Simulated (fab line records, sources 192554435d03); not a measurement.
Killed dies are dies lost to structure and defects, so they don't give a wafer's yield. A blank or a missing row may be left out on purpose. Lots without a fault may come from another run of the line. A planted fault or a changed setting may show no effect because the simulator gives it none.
Chamber matching | flow n5_finfet | N5_HKMG_FIN_DESCUM_53 on rie_diel-01: 4 sister chambers
The step chemistry O2, time 7.9 s. 16 wafers are shown with their chamber, then 8 later ones without.

WAFERS WITH THEIR CHAMBER
wafer  | chamber | showerhead_plenum_p_Torr (Torr) | drypump_motor_current_A (A) | throttle_valve_pct (%)
L074.1 | 2       | 2.05                            | 5.1                         | 20.36
L074.3 | 0       | 2.04                            | 5.6                         | 20.60
L074.5 | 0       | 2.04                            | 5.6                         | 20.59
L077.2 | 0       | 2.04                            | 5.6                         | 20.61
L077.4 | 0       | 2.04                            | 5.6                         | 20.60
L077.6 | 2       | 2.04                            | 5.1                         | 20.37
L080.1 | 3       | 2.25                            | 6.5                         | 20.65
L080.3 | 1       | 2.07                            | 5.8                         | 20.37
L080.4 | 1       | 2.07                            | 5.8                         | 20.36
L082.1 | 0       | 2.04                            | 5.7                         | 20.23
L082.4 | 0       | 2.04                            | 5.6                         | 20.23
L082.6 | 3       | 2.24                            | 6.5                         | 20.66
L083.1 | 0       | 2.04                            | 5.6                         | 20.21
L083.2 | 1       | 2.07                            | 5.8                         | 20.36
L083.5 | 3       | 2.24                            | 6.4                         | 20.65
L084.2 | 3       | 2.24                            | 6.5                         | 20.66

SIGNATURES (means of the wafers above)
reading                  | chamber 0 | chamber 1 | chamber 2 | chamber 3 | scatter within a chamber
showerhead_plenum_p_Torr | 2.0400    | 2.0700    | 2.0450    | 2.2425    | 0.00323
drypump_motor_current_A  | 5.614     | 5.800     | 5.100     | 6.475     | 0.0366
throttle_valve_pct       | 20.4386   | 20.3633   | 20.3650   | 20.6550   | 0.143
Rule: a wafer's distance from a chamber is the root of the sum, over the readings, of the square of ((its reading less the chamber's mean) divided by the reading's scatter). The wafer belongs to the nearest chamber; if the next one is less than 2 further off, it can't be placed. The scatter: the root of (the sum of the squares of (reading less its chamber's mean) over the shown wafers, divided by (wafers less chambers)).

WAFERS WITHOUT THEIR CHAMBER
wafer  | showerhead_plenum_p_Torr (Torr) | drypump_motor_current_A (A) | throttle_valve_pct (%)
L084.4 | 2.07                            | 5.8                         | 20.39
L084.5 | 2.04                            | 5.6                         | 20.24
L087.3 | 2.24                            | 6.5                         | 20.68
L087.4 | 2.07                            | 5.8                         | 20.38
L087.5 | 2.04                            | 5.6                         | 20.23
L091.1 | 2.24                            | 6.5                         | 20.68
L091.2 | 2.03                            | 5.1                         | 20.01
L091.4 | 2.06                            | 5.8                         | 20.40

WHICH CHAMBER EACH WENT THROUGH
wafer  | from the rows above | in truth
L084.4 | 1                   | 1
L084.5 | 0                   | 0
L087.3 | 3                   | 3
L087.4 | 1                   | 1
L087.5 | 0                   | 0
L091.1 | 3                   | 3
L091.2 | 2                   | 2
L091.4 | 1                   | 1
Placed correctly: 8 of 8. Can't be placed from these rows: 0. Placed wrongly: 0.
